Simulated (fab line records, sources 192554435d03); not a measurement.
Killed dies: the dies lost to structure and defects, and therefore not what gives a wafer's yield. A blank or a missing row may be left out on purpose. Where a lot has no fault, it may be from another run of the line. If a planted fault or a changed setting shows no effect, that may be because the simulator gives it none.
Which tool is to blame? || flow n5_finfet || 30 wafers from 10 lots sampled at 5 of the route's 1938 steps

WHAT THE GAUGES SHOWED, per wafer
N5_PMOS_HMC_CHANNEL_EPI_OVL_MEAS_10.
{"lot": "L387", "measured": "day 1 16:56", "on": "overlay-02", "PMOS_HMC_BLK_OVL (nm)": "2.0 2.5 2.3"}
{"lot": "L389", "measured": "day 2 05:02", "on": "overlay-02", "PMOS_HMC_BLK_OVL (nm)": "1.4 1.0 1.3"}
{"lot": "L390", "measured": "day 2 11:25", "on": "overlay-02", "PMOS_HMC_BLK_OVL (nm)": "1.5 -0.7 0.8"}
{"lot": "L391", "measured": "day 2 17:25", "on": "overlay-02", "PMOS_HMC_BLK_OVL (nm)": "0.7 0.1 0.0"}
{"lot": "L396", "measured": "day 3 23:20", "on": "overlay-02", "PMOS_HMC_BLK_OVL (nm)": "1.4 0.9 1.7"}
{"lot": "L398", "measured": "day 4 11:42", "on": "overlay-02", "PMOS_HMC_BLK_OVL (nm)": "0.9 0.5 1.4"}
{"lot": "L400", "measured": "day 4 23:01", "on": "overlay-02", "PMOS_HMC_BLK_OVL (nm)": "1.1 1.0 -0.1"}
{"lot": "L401", "measured": "day 5 05:37", "on": "overlay-02", "PMOS_HMC_BLK_OVL (nm)": "-0.6 -0.2 -0.1"}
{"lot": "L408", "measured": "day 6 23:20", "on": "overlay-02", "PMOS_HMC_BLK_OVL (nm)": "-0.6 -0.5 -0.3"}
{"lot": "L409", "measured": "day 7 05:08", "on": "overlay-02", "PMOS_HMC_BLK_OVL (nm)": "0.7 0.1 0.0"}

N5_FIN_SAQP_THK_MEAS_05.
{"lot": "L387", "measured": "day 1 20:28", "on": "film_metro-01", "thk_nm (nm)": "37.8 38.6 38.5"}
{"lot": "L389", "measured": "day 2 09:40", "on": "film_metro-02", "thk_nm (nm)": "38.3 38.4 38.5"}
{"lot": "L390", "measured": "day 2 15:02", "on": "film_metro-02", "thk_nm (nm)": "37.9 38.6 38.2"}
{"lot": "L391", "measured": "day 2 21:05", "on": "film_metro-01", "thk_nm (nm)": "37.5 38.0 38.4"}
{"lot": "L396", "measured": "day 4 02:59", "on": "film_metro-01", "thk_nm (nm)": "36.7 36.5 37.3"}
{"lot": "L398", "measured": "day 4 16:24", "on": "film_metro-01", "thk_nm (nm)": "37.2 36.8 37.5"}
{"lot": "L400", "measured": "day 5 04:48", "on": "film_metro-02", "thk_nm (nm)": "37.4 37.6 38.2"}
{"lot": "L401", "measured": "day 5 09:14", "on": "film_metro-02", "thk_nm (nm)": "38.2 37.9 38.7"}
{"lot": "L408", "measured": "day 7 03:37", "on": "film_metro-02", "thk_nm (nm)": "37.6 37.6 38.1"}
{"lot": "L409", "measured": "day 7 09:07", "on": "film_metro-02", "thk_nm (nm)": "37.7 37.6 38.0"}

N5_BEOL_M4_RC_MEAS_101.
{"lot": "L387", "measured": "day 7 20:11", "on": "prober-02", "DIBL_N (mV/V)": "36.5 37.0 37.2", "DIBL_P (mV/V)": "35.4 36.7 36.3", "IOFF_N (nA/um)": "0.134 0.155 0.149", "IOFF_P (nA/um)": "0.171 0.186 0.185", "ION_N (uA/um)": "664 688 660", "ION_P (uA/um)": "453 458 451", "SS_N (mV/dec)": "71.2 70.7 70.8", "SS_P (mV/dec)": "73.7 73.7 73.2", "VT_N (mV)": "250.4 248.1 251.0", "VT_P (mV)": "-256.0 -253.7 -256.5"}
{"lot": "L389", "measured": "day 8 12:26", "on": "prober-02", "DIBL_N (mV/V)": "35.8 36.0 35.8", "DIBL_P (mV/V)": "37.5 37.2 36.9", "IOFF_N (nA/um)": "0.165 0.168 0.166", "IOFF_P (nA/um)": "0.224 0.219 0.208", "ION_N (uA/um)": "677 682 687", "ION_P (uA/um)": "471 467 467", "SS_N (mV/dec)": "71.8 71.8 70.9", "SS_P (mV/dec)": "73.8 73.6 73.2", "VT_N (mV)": "249.6 247.4 248.3", "VT_P (mV)": "-249.5 -249.8 -250.5"}
{"lot": "L390", "measured": "day 8 15:07", "on": "prober-01", "DIBL_N (mV/V)": "36.4 34.1 35.7", "DIBL_P (mV/V)": "36.9 34.1 35.4", "IOFF_N (nA/um)": "0.153 0.111 0.134", "IOFF_P (nA/um)": "0.173 0.145 0.160", "ION_N (uA/um)": "671 657 656", "ION_P (uA/um)": "455 440 447", "SS_N (mV/dec)": "71.8 70.8 71.7", "SS_P (mV/dec)": "73.3 72.7 73.6", "VT_N (mV)": "248.6 256.2 252.8", "VT_P (mV)": "-253.4 -257.7 -254.4"}
{"lot": "L391", "measured": "day 8 21:29", "on": "prober-01", "DIBL_N (mV/V)": "35.8 35.2 34.1", "DIBL_P (mV/V)": "35.7 34.7 34.3", "IOFF_N (nA/um)": "0.163 0.154 0.136", "IOFF_P (nA/um)": "0.214 0.195 0.186", "ION_N (uA/um)": "678 676 664", "ION_P (uA/um)": "462 460 460", "SS_N (mV/dec)": "70.9 71.1 70.7", "SS_P (mV/dec)": "73.4 73.3 72.3", "VT_N (mV)": "250.3 250.3 253.4", "VT_P (mV)": "-252.0 -250.5 -251.6"}
{"lot": "L396", "measured": "day 10 00:44", "on": "prober-01", "DIBL_N (mV/V)": "38.2 38.7 38.6", "DIBL_P (mV/V)": "35.8 36.1 36.6", "IOFF_N (nA/um)": "0.172 0.184 0.187", "IOFF_P (nA/um)": "0.221 0.239 0.254", "ION_N (uA/um)": "674 681 675", "ION_P (uA/um)": "459 470 465", "SS_N (mV/dec)": "72.2 72.0 71.8", "SS_P (mV/dec)": "73.0 73.4 73.6", "VT_N (mV)": "249.4 246.6 245.5", "VT_P (mV)": "-249.3 -247.6 -248.3"}
{"lot": "L398", "measured": "day 10 18:33", "on": "prober-01", "DIBL_N (mV/V)": "35.4 36.5 34.9", "DIBL_P (mV/V)": "35.3 37.1 34.9", "IOFF_N (nA/um)": "0.159 0.188 0.156", "IOFF_P (nA/um)": "0.232 0.260 0.230", "ION_N (uA/um)": "683 695 667", "ION_P (uA/um)": "478 477 460", "SS_N (mV/dec)": "72.0 72.6 72.1", "SS_P (mV/dec)": "73.2 73.9 73.2", "VT_N (mV)": "249.1 244.5 248.4", "VT_P (mV)": "-247.9 -246.2 -246.7"}
{"lot": "L400", "measured": "day 11 04:34", "on": "prober-01", "DIBL_N (mV/V)": "31.7 33.6 34.8", "DIBL_P (mV/V)": "32.8 35.4 36.4", "IOFF_N (nA/um)": "0.103 0.128 0.140", "IOFF_P (nA/um)": "0.155 0.193 0.198", "ION_N (uA/um)": "652 664 672", "ION_P (uA/um)": "451 465 470", "SS_N (mV/dec)": "70.7 70.8 70.8", "SS_P (mV/dec)": "71.8 72.8 73.1", "VT_N (mV)": "256.0 252.9 250.1", "VT_P (mV)": "-251.5 -250.6 -249.8"}
{"lot": "L401", "measured": "day 11 03:19", "on": "prober-01", "DIBL_N (mV/V)": "37.4 37.2 37.9", "DIBL_P (mV/V)": "38.4 38.6 38.8", "IOFF_N (nA/um)": "0.186 0.181 0.203", "IOFF_P (nA/um)": "0.244 0.239 0.244", "ION_N (uA/um)": "676 677 679", "ION_P (uA/um)": "466 464 458", "SS_N (mV/dec)": "71.7 71.7 72.0", "SS_P (mV/dec)": "73.3 73.4 73.5", "VT_N (mV)": "248.0 249.7 248.6", "VT_P (mV)": "-251.3 -250.6 -246.8"}
{"lot": "L408", "measured": "day 13 03:38", "on": "prober-02", "DIBL_N (mV/V)": "35.1 34.7 35.5", "DIBL_P (mV/V)": "34.9 34.4 35.5", "IOFF_N (nA/um)": "0.159 0.146 0.157", "IOFF_P (nA/um)": "0.175 0.169 0.187", "ION_N (uA/um)": "681 674 667", "ION_P (uA/um)": "458 457 455", "SS_N (mV/dec)": "71.7 71.1 71.8", "SS_P (mV/dec)": "73.1 73.1 72.9", "VT_N (mV)": "250.2 249.3 249.2", "VT_P (mV)": "-254.8 -252.5 -254.0"}
{"lot": "L409", "measured": "day 13 16:01", "on": "prober-02", "DIBL_N (mV/V)": "35.5 36.0 36.3", "DIBL_P (mV/V)": "35.8 36.8 36.5", "IOFF_N (nA/um)": "0.140 0.158 0.155", "IOFF_P (nA/um)": "0.200 0.221 0.216", "ION_N (uA/um)": "660 670 665", "ION_P (uA/um)": "457 465 464", "SS_N (mV/dec)": "71.3 72.0 71.7", "SS_P (mV/dec)": "72.4 73.2 72.3", "VT_N (mV)": "250.5 249.4 251.5", "VT_P (mV)": "-249.5 -250.0 -250.7"}

WHICH TOOL RAN EACH LOT (tool, then ch and the chambers of the sampled wafers, then the start)
{"lot": "L387", "N5_FIN_SAQP_COAT_10": "litho_track-01 ch 0, day 1 20:49", "N5_FIN_SAQP_HM_OPEN_73": "rie_diel-02 ch 0,2,3, day 1 21:31"}
{"lot": "L389", "N5_FIN_SAQP_COAT_10": "litho_track-05 ch 0, day 2 10:03", "N5_FIN_SAQP_HM_OPEN_73": "rie_diel-04 ch 0,3, day 2 10:35"}
{"lot": "L390", "N5_FIN_SAQP_COAT_10": "litho_track-01 ch 0, day 2 15:22", "N5_FIN_SAQP_HM_OPEN_73": "rie_diel-02 ch 0,1,2, day 2 15:55"}
{"lot": "L391", "N5_FIN_SAQP_COAT_10": "litho_track-01 ch 0, day 2 21:24", "N5_FIN_SAQP_HM_OPEN_73": "rie_diel-01 ch 0,2,3, day 2 22:04"}
{"lot": "L396", "N5_FIN_SAQP_COAT_10": "litho_track-01 ch 0, day 4 03:19", "N5_FIN_SAQP_HM_OPEN_73": "rie_diel-04 ch 2,3, day 4 04:04"}
{"lot": "L398", "N5_FIN_SAQP_COAT_10": "litho_track-01 ch 0, day 4 16:44", "N5_FIN_SAQP_HM_OPEN_73": "rie_diel-02 ch 0,1,2, day 4 17:23"}
{"lot": "L400", "N5_FIN_SAQP_COAT_10": "litho_track-02 ch 0, day 5 05:07", "N5_FIN_SAQP_HM_OPEN_73": "rie_diel-01 ch 1,3, day 5 05:47"}
{"lot": "L401", "N5_FIN_SAQP_COAT_10": "litho_track-02 ch 0, day 5 09:37", "N5_FIN_SAQP_HM_OPEN_73": "rie_diel-04 ch 0,2,3, day 5 10:39"}
{"lot": "L408", "N5_FIN_SAQP_COAT_10": "litho_track-02 ch 0, day 7 03:57", "N5_FIN_SAQP_HM_OPEN_73": "rie_diel-04 ch 1,2,3, day 7 04:37"}
{"lot": "L409", "N5_FIN_SAQP_COAT_10": "litho_track-05 ch 0, day 7 09:26", "N5_FIN_SAQP_HM_OPEN_73": "rie_diel-01 ch 1,2,3, day 7 10:06"}
- N5_FIN_SAQP_COAT_10: resist thk 90 nm.
- N5_FIN_SAQP_HM_OPEN_73: chemistry CHF3/O2, target SiO2, stops on a-Si, target depth 12 nm, time 16.8 s.

WHAT THE TOOLS THEMSELVES READ (means of the sampled wafers that have a number; where no wafer has one, the mark that the record gives instead)
N5_FIN_SAQP_COAT_10.
{"lot": "L387", "tool": "litho_track-01", "spin_speed_rpm (rpm)": 1500.5}
{"lot": "L389", "tool": "litho_track-05", "spin_speed_rpm (rpm)": 1500.1}
{"lot": "L390", "tool": "litho_track-01", "spin_speed_rpm (rpm)": 1500.6}
{"lot": "L391", "tool": "litho_track-01", "spin_speed_rpm (rpm)": 1499.7}
{"lot": "L396", "tool": "litho_track-01", "spin_speed_rpm (rpm)": 1606.0}
{"lot": "L398", "tool": "litho_track-01", "spin_speed_rpm (rpm)": 1604.9}
{"lot": "L400", "tool": "litho_track-02", "spin_speed_rpm (rpm)": 1500.4}
{"lot": "L401", "tool": "litho_track-02", "spin_speed_rpm (rpm)": 1500.2}
{"lot": "L408", "tool": "litho_track-02", "spin_speed_rpm (rpm)": 1499.8}
{"lot": "L409", "tool": "litho_track-05", "spin_speed_rpm (rpm)": 1499.0}

N5_FIN_SAQP_HM_OPEN_73.
{"lot": "L387", "tool": "rie_diel-02", "drypump_motor_current_A (A)": 5.2, "oes_o_777_au (a.u.)": 0.79, "oes_product_au (a.u.)": 0.47, "rf_vpp_V (V)": 523, "showerhead_plenum_p_Torr (Torr)": 2.39, "throttle_valve_pct (%)": 18.96}
{"lot": "L389", "tool": "rie_diel-04", "drypump_motor_current_A (A)": 5.5, "oes_o_777_au (a.u.)": 0.75, "oes_product_au (a.u.)": 0.45, "rf_vpp_V (V)": 522, "showerhead_plenum_p_Torr (Torr)": 2.47, "throttle_valve_pct (%)": 19.11}
{"lot": "L390", "tool": "rie_diel-02", "drypump_motor_current_A (A)": 5.3, "oes_o_777_au (a.u.)": 0.75, "oes_product_au (a.u.)": 0.45, "rf_vpp_V (V)": 522, "showerhead_plenum_p_Torr (Torr)": 2.38, "throttle_valve_pct (%)": 19.04}
{"lot": "L391", "tool": "rie_diel-01", "drypump_motor_current_A (A)": 5.9, "oes_o_777_au (a.u.)": 0.76, "oes_product_au (a.u.)": 0.45, "rf_vpp_V (V)": 528, "showerhead_plenum_p_Torr (Torr)": 2.44, "throttle_valve_pct (%)": 18.92}
{"lot": "L396", "tool": "rie_diel-04", "drypump_motor_current_A (A)": 5.6, "oes_o_777_au (a.u.)": 0.76, "oes_product_au (a.u.)": 0.45, "rf_vpp_V (V)": 521, "showerhead_plenum_p_Torr (Torr)": 2.46, "throttle_valve_pct (%)": 19.17}
{"lot": "L398", "tool": "rie_diel-02", "drypump_motor_current_A (A)": 5.3, "oes_o_777_au (a.u.)": 0.74, "oes_product_au (a.u.)": 0.44, "rf_vpp_V (V)": 522, "showerhead_plenum_p_Torr (Torr)": 2.37, "throttle_valve_pct (%)": 19.06}
{"lot": "L400", "tool": "rie_diel-01", "drypump_motor_current_A (A)": 6.2, "oes_o_777_au (a.u.)": 0.84, "oes_product_au (a.u.)": 0.49, "rf_vpp_V (V)": 527, "showerhead_plenum_p_Torr (Torr)": 2.47, "throttle_valve_pct (%)": 19.08}
{"lot": "L401", "tool": "rie_diel-04", "drypump_motor_current_A (A)": 5.5, "oes_o_777_au (a.u.)": 0.84, "oes_product_au (a.u.)": 0.50, "rf_vpp_V (V)": 524, "showerhead_plenum_p_Torr (Torr)": 2.46, "throttle_valve_pct (%)": 19.03}
{"lot": "L408", "tool": "rie_diel-04", "drypump_motor_current_A (A)": 5.3, "oes_o_777_au (a.u.)": 0.82, "oes_product_au (a.u.)": 0.49, "rf_vpp_V (V)": 522, "showerhead_plenum_p_Torr (Torr)": 2.43, "throttle_valve_pct (%)": 18.98}
{"lot": "L409", "tool": "rie_diel-01", "drypump_motor_current_A (A)": 6.0, "oes_o_777_au (a.u.)": 0.86, "oes_product_au (a.u.)": 0.50, "rf_vpp_V (V)": 528, "showerhead_plenum_p_Torr (Torr)": 2.47, "throttle_valve_pct (%)": 18.85}

THE ANSWER, worked out from the rows above alone
Rule: the lots themselves supply what counts as usual. The widest of any qualifying gaps counts: lots, ordered by their means at a reading, are off when they make up no more than a third of the lots, leave a main group of 4 or more, and stand apart from it by 3 or more times the standard deviation of that group's means. A main group is skipped when, at the precision printed for the reading in the tables above, its means are all equal. Also off: a lot with no number at a reading for which 4 or more lots have one. The other lots that the step has rows for count as sound. The gauges are gone through in route order, then the tools' own readings, and for those a lot's mean is taken as printed above. The first step at which some lot is off is used, and at that step the reading that is off furthest; a lot without a number counts as furthest.
Off: L396, L398 (N5_FIN_SAQP_COAT_10, spin_speed_rpm). Mean 1500.0 rpm and standard deviation 0.49 in the main group.
If a tool, at that step or one of the process steps before it, ran each lot that is off and ran no sound lot following the first of them, it fits. One fits: N5_FIN_SAQP_COAT_10 on litho_track-01. Its last sound lot is L391 (day 2 21:24), its first lot that is off L396 (day 4 03:19): a fault that began between those two fits.
The tool's own readings at N5_FIN_SAQP_COAT_10 bear it out: on the lots that are off they differ by more than 5 times the standard deviation of the sound lots' means. spin_speed_rpm reads 1605.5 rpm there against 1500.0 rpm on the sound lots.

WHAT HAD BEEN PUT IN BY THE SIMULATOR
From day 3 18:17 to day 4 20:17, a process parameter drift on litho_track-01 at N5_FIN_SAQP_COAT_10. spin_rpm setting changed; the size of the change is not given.
Lots struck among those shown: L396, L398. The rule above reached the same finding.
